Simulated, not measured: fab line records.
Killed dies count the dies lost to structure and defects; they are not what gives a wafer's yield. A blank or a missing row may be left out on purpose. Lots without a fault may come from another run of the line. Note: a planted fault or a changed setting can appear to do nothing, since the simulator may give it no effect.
Chamber matching :: flow n5-finfet :: rie-diel-05 running N5_SD_EPI_N_ETCH_35: 4 sister chambers
The step etches SOC in N2/H2, overetch 108 nm, time 486 s. 4 wafers are shown with their chamber, then 7 later ones without.

WAFERS, EACH WITH ITS CHAMBER
wafer: L076.5
chamber: 2
showerhead-plenum-p-Torr (Torr): 2.59

wafer: L086.6
chamber: 1
showerhead-plenum-p-Torr (Torr): 2.53

wafer: L090.1
chamber: 0
showerhead-plenum-p-Torr (Torr): 2.43

wafer: L090.3
chamber: 3
showerhead-plenum-p-Torr (Torr): 2.37

WAFERS WHOSE CHAMBER IS MISSING
wafer: L090.5
showerhead-plenum-p-Torr (Torr): 2.52

wafer: L095.2
showerhead-plenum-p-Torr (Torr): 2.52

wafer: L095.4
showerhead-plenum-p-Torr (Torr): 2.57

wafer: L095.5
showerhead-plenum-p-Torr (Torr): 2.52

wafer: L096.2
showerhead-plenum-p-Torr (Torr): 2.52

wafer: L096.3
showerhead-plenum-p-Torr (Torr): 2.42

wafer: L096.4
showerhead-plenum-p-Torr (Torr): 2.57

WHICH CHAMBER EACH ONE RAN IN
wafer: L090.5
from the rows above: 1
in truth: 1

wafer: L095.2
from the rows above: 1
in truth: 1

wafer: L095.4
from the rows above: can't be placed: 2 or 1
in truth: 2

wafer: L095.5
from the rows above: 1
in truth: 1

wafer: L096.2
from the rows above: 1
in truth: 1

wafer: L096.3
from the rows above: 0
in truth: 0

wafer: L096.4
from the rows above: can't be placed: 2 or 1
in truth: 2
Placed correctly: 5 of 7. From these rows, 2 cannot be placed; in 2 the true chamber is one of the candidates. Wrongly placed: 0.
How it was worked out, from the rows above alone: a wafer's distance from a chamber is the root of the sum, over the readings, of the square of ((its reading less the chamber's mean) divided by the reading's scatter). If the next closest chamber is less than 2 further off than the closest, the wafer can't be placed; otherwise it belongs to the closest. A chamber's mean is the mean of its shown wafers. The scatter: with one shown wafer a chamber, the root of the mean of the squares of how far each hidden wafer lies from its nearest shown one.
